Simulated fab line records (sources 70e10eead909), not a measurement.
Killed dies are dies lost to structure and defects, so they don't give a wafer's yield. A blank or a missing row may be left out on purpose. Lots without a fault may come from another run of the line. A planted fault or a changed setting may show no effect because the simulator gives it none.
Matching of chambers :: flow nand-harc :: NHARC_P_GATE_DEP_103 on pecvd-03 has 3 sister chambers
The step deposits SiON, target thk 30 nm. 3 wafers are shown with their chamber, then 8 later ones without.

## EACH WAFER AND ITS CHAMBER
wafer: L300.1
chamber: 0
heater-power-w (W): 695

wafer: L300.2
chamber: 1
heater-power-w (W): 649

wafer: L299.1
chamber: 2
heater-power-w (W): 660

## WAFERS WITH NO CHAMBER GIVEN
wafer: L299.2
heater-power-w (W): 746

wafer: L299.5
heater-power-w (W): 754

wafer: L301.2
heater-power-w (W): 767

wafer: L301.5
heater-power-w (W): 693

wafer: L301.6
heater-power-w (W): 691

wafer: L303.1
heater-power-w (W): 607

wafer: L303.5
heater-power-w (W): 639

wafer: L303.6
heater-power-w (W): 766

## WHICH CHAMBER EACH ONE RAN IN
wafer: L299.2
from the rows above: can't be placed: 0 or 2 or 1
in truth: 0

wafer: L299.5
from the rows above: can't be placed: 0 or 2 or 1
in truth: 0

wafer: L301.2
from the rows above: can't be placed: 0 or 2 or 1
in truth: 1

wafer: L301.5
from the rows above: can't be placed: 0 or 2 or 1
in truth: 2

wafer: L301.6
from the rows above: can't be placed: 0 or 2 or 1
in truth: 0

wafer: L303.1
from the rows above: can't be placed: 1 or 2 or 0
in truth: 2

wafer: L303.5
from the rows above: can't be placed: 1 or 2 or 0
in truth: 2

wafer: L303.6
from the rows above: can't be placed: 0 or 2 or 1
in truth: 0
Correct placement for 0 of the 8. Unplaceable from these rows: 8, with the true chamber sitting among the candidates in 8. Wrongly placed: 0.
How it was worked out, from the rows above alone: a wafer's distance from a chamber is the root of the sum, over the readings, of the square of ((its reading less the chamber's mean) divided by the reading's scatter). If the next closest chamber is less than 2 further off than the closest, the wafer can't be placed; otherwise it belongs to the closest. The mean given for a chamber averages the wafers shown for that chamber. The scatter: root of mean squared gap, hidden wafer to nearest shown wafer, with one shown wafer a chamber.
